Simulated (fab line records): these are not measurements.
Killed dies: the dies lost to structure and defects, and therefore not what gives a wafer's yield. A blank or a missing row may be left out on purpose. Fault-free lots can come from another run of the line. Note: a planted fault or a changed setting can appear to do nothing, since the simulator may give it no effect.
Which tool did it? | flow n5Finfet | 9 lots with 27 wafers sampled at 5 steps, on a route of 1938 steps

== WHAT EACH GAUGE READ, for each wafer ==
N5_BEOL_M4_RC_MEAS_101.
lot  | measured     | on        | DIBL_N (mV/V)
L334 | day 8 02:38  | prober-01 | 37.6 37.3 38.0
L336 | day 8 13:56  | prober-02 | 36.8 37.9 37.9
L342 | day 9 17:22  | prober-01 | 38.6 35.1 37.7
L343 | day 10 00:07 | prober-02 | 40.3 36.5 38.9
L347 | day 11 06:49 | prober-02 | 41.2 36.5 35.5
L348 | day 11 08:31 | prober-02 | 36.5 35.7 38.2
L349 | day 11 22:59 | prober-01 | 37.2 38.1 35.6
L350 | day 12 05:23 | prober-01 | 35.7 33.8 37.9
L354 | day 13 00:08 | prober-02 | 39.5 36.3 37.7

== WHICH TOOL RAN EACH LOT (tool, then ch and the chambers of the sampled wafers, then the start) ==
lot  | N5_GATE_CUT_DESCUM_18            | N5_GATE_CUT_CUT_ETCH_53         | N5_GATE_CUT_CUT_ETCH_54         | N5_GATE_CUT_ETCH_47
L334 | rieDiel-03 ch 0,1,2, day 4 23:50 | rieMetal-02 ch 0,1, day 5 00:14 | rieMetal-02 ch 0,1, day 5 00:18 | rieMetal-02 ch 0,1, day 5 00:23
L336 | rieDiel-04 ch 0,2,3, day 5 05:35 | rieMetal-02 ch 0,1, day 5 05:59 | rieMetal-02 ch 0,1, day 5 06:03 | rieMetal-02 ch 0,1, day 5 06:08
L342 | rieDiel-04 ch 0,2,3, day 6 19:47 | rieMetal-02 ch 0,1, day 6 20:11 | rieMetal-02 ch 0,1, day 6 20:15 | rieMetal-02 ch 0,1, day 6 20:20
L343 | rieDiel-04 ch 0,1,3, day 7 06:00 | rieMetal-02 ch 0,1, day 7 06:24 | rieMetal-02 ch 0,1, day 7 06:28 | rieMetal-02 ch 0,1, day 7 06:33
L347 | rieDiel-04 ch 0,1,3, day 7 23:26 | rieMetal-01 ch 0,1, day 7 23:52 | rieMetal-01 ch 0,1, day 7 23:55 | rieMetal-01 ch 0,1, day 8 00:00
L348 | rieDiel-04 ch 1,3, day 8 06:31   | rieMetal-01 ch 0,1, day 8 06:54 | rieMetal-01 ch 0,1, day 8 06:58 | rieMetal-01 ch 0,1, day 8 07:03
L349 | rieDiel-04 ch 0,3, day 8 10:25   | rieMetal-03 ch 0,1, day 8 10:48 | rieMetal-03 ch 0,1, day 8 10:52 | rieMetal-03 ch 0,1, day 8 10:57
L350 | rieDiel-05 ch 0,2, day 8 21:13   | rieMetal-01 ch 0,1, day 8 21:37 | rieMetal-01 ch 0,1, day 8 21:40 | rieMetal-01 ch 0,1, day 8 21:46
L354 | rieDiel-04 ch 0,1,2, day 9 17:47 | rieMetal-03 ch 0,1, day 9 18:11 | rieMetal-03 ch 0,1, day 9 18:15 | rieMetal-03 ch 0,1, day 9 18:20
- N5_GATE_CUT_DESCUM_18: chemistry O2, time 7 s.
- N5_GATE_CUT_CUT_ETCH_53: etches W in SF6/Cl2, target depth 79.2 nm.
- N5_GATE_CUT_CUT_ETCH_54: etches TiN in Cl2/BCl3, target depth 96.7 nm.
- N5_GATE_CUT_ETCH_47: etches SiO2 in Cl2/BCl3, target depth 10 nm.

== THE ANSWER, worked out from the rows above alone ==
Rule: the usual values come from the lots themselves. Put in order of their means at a reading, lots are off if they are a third of the lots or fewer, leave a main group of 4 or more, and stand apart from it by a gap of 3 or more times the standard deviation of the main group's means; of several such gaps the widest counts. A main group is skipped when, at the precision printed for the reading in the tables above, its means are all equal. Also off: a lot with no number at a reading for which 4 or more lots have one. All remaining lots with rows at the step are treated as sound.
Nothing can be told from this: no lot is off at any reading shown.

== WHAT HAD BEEN PUT IN BY THE SIMULATOR ==
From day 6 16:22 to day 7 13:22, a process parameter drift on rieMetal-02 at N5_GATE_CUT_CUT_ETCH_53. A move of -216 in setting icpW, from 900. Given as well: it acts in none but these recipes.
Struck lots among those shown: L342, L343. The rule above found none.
